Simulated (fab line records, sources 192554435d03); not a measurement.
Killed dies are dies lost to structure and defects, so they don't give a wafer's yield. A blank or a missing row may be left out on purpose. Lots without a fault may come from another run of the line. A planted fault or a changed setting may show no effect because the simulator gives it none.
Chamber matching | flow n5_finfet | N5_BEOL_M3_CMP_52 on cmp-04: 4 sister chambers
The step polishes, stops on SiOC, t overpolish 6.8 s, target thk 40 nm. 4 wafers are shown with their chamber, then 7 later ones without.

WAFERS WITH THEIR CHAMBER
wafer  | chamber | motor_current_A (A)
L078.6 | 0       | 6.0
L081.3 | 3       | 5.4
L087.2 | 2       | 5.6
L087.4 | 1       | 7.0

WAFERS WITHOUT THEIR CHAMBER
wafer  | motor_current_A (A)
L087.6 | 6.6
L090.1 | 5.5
L090.3 | 6.2
L090.5 | 6.1
L091.2 | 5.5
L091.3 | 6.9
L091.4 | 5.7

WHICH CHAMBER EACH WENT THROUGH
wafer  | from the rows above          | in truth
L087.6 | can't be placed: 1 or 0      | 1
L090.1 | can't be placed: 2 or 3      | 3
L090.3 | 0                            | 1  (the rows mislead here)
L090.5 | 0                            | 0
L091.2 | can't be placed: 2 or 3      | 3
L091.3 | 1                            | 1
L091.4 | can't be placed: 2 or 0 or 3 | 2
Placed correctly: 2 of 7. Can't be placed from these rows: 4 (the true chamber is among the candidates in 4). Placed wrongly: 1.
How it was worked out, from the rows above alone: a wafer's distance from a chamber is the root of the sum, over the readings, of the square of ((its reading less the chamber's mean) divided by the reading's scatter). The wafer belongs to the nearest chamber; if the next one is less than 2 further off, it can't be placed. A chamber's mean is the mean of its shown wafers. The scatter: with one shown wafer a chamber, the root of the mean of the squares of how far each hidden wafer lies from its nearest shown one.
